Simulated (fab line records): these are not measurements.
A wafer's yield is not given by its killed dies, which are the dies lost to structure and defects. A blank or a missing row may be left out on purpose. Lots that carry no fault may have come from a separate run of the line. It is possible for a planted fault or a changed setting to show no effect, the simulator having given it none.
Chamber matching + flow n5Finfet + N5_BEOL_M0_CUTY_ETCH_62 on rieDiel-05 has 4 sister chambers
The step etches SiARC in CF4, time 58.5 s. 14 wafers are shown with their chamber, then 7 later ones without.

## WAFERS WITH THEIR CHAMBER
| wafer  | chamber | drypumpMotorCurrentA (A) | showerheadPlenumPTorr (Torr) | etchRfOnTimeS (s) |
|--------|---------|--------------------------|------------------------------|-------------------|
| L078.2 | 3       | 6.6                      | 2.20                         | 58.1              |
| L078.3 | 0       | 6.5                      | 2.12                         | 58.6              |
| L078.4 | 1       | 5.8                      | 2.11                         | 56.7              |
| L088.1 | 1       | 5.7                      | 2.10                         | 56.5              |
| L088.4 | 3       | 6.6                      | 2.19                         | 59.1              |
| L088.5 | 0       | 6.4                      | 2.11                         | 57.8              |
| L092.1 | 3       | 6.6                      | 2.19                         | 58.0              |
| L092.3 | 0       | 6.5                      | 2.10                         | 58.3              |
| L092.6 | 2       | 5.1                      | 2.26                         | 58.7              |
| L093.3 | 2       | 5.1                      | 2.26                         | 59.2              |
| L093.4 | 0       | 6.4                      | 2.10                         | 57.9              |
| L093.5 | 1       | 5.8                      | 2.10                         | 56.9              |
| L094.1 | 1       | 5.8                      | 2.10                         | 56.7              |
| L094.2 | 2       | 5.1                      | 2.26                         | 58.9              |

SIGNATURES, as means of the wafers listed above
| reading               | chamber 0 | chamber 1 | chamber 2 | chamber 3 | scatter within a chamber |
|-----------------------|-----------|-----------|-----------|-----------|--------------------------|
| drypumpMotorCurrentA  | 6.450     | 5.775     | 5.100     | 6.600     | 0.0418                   |
| showerheadPlenumPTorr | 2.1075    | 2.1025    | 2.2600    | 2.1933    | 0.00645                  |
| etchRfOnTimeS         | 58.150    | 56.700    | 58.933    | 58.400    | 0.368                    |
Rule: a wafer lies at a distance from a chamber equal to the root of the sum of squares, over the readings, of (its reading less the chamber's mean, divided by the reading's scatter). If the next closest chamber is less than 2 further off than the closest, the wafer can't be placed; otherwise it belongs to the closest. The scatter is the square root of a quotient: the sum, over the shown wafers, of each reading's squared deviation from its chamber's mean, divided by wafers minus chambers.

## WAFERS MISSING THEIR CHAMBER
| wafer  | drypumpMotorCurrentA (A) | showerheadPlenumPTorr (Torr) | etchRfOnTimeS (s) |
|--------|--------------------------|------------------------------|-------------------|
| L094.4 | 6.6                      | 2.19                         | 57.3              |
| L095.1 | 6.6                      | 2.19                         | 58.3              |
| L095.2 | 6.4                      | 2.10                         | 58.9              |
| L095.3 | 5.8                      | 2.10                         | 57.2              |
| L095.4 | 5.1                      | 2.26                         | 59.6              |
| L095.5 | 5.7                      | 2.10                         | 57.4              |
| L095.6 | 5.1                      | 2.26                         | 59.6              |

## CHAMBER TAKEN BY EACH
| wafer  | from the rows above | in truth |
|--------|---------------------|----------|
| L094.4 | 3                   | 3        |
| L095.1 | 3                   | 3        |
| L095.2 | 0                   | 0        |
| L095.3 | 1                   | 1        |
| L095.4 | 2                   | 2        |
| L095.5 | 1                   | 1        |
| L095.6 | 2                   | 2        |
Correct placement for 7 of the 7. Not placeable from these rows: 0. 0 placed wrongly.
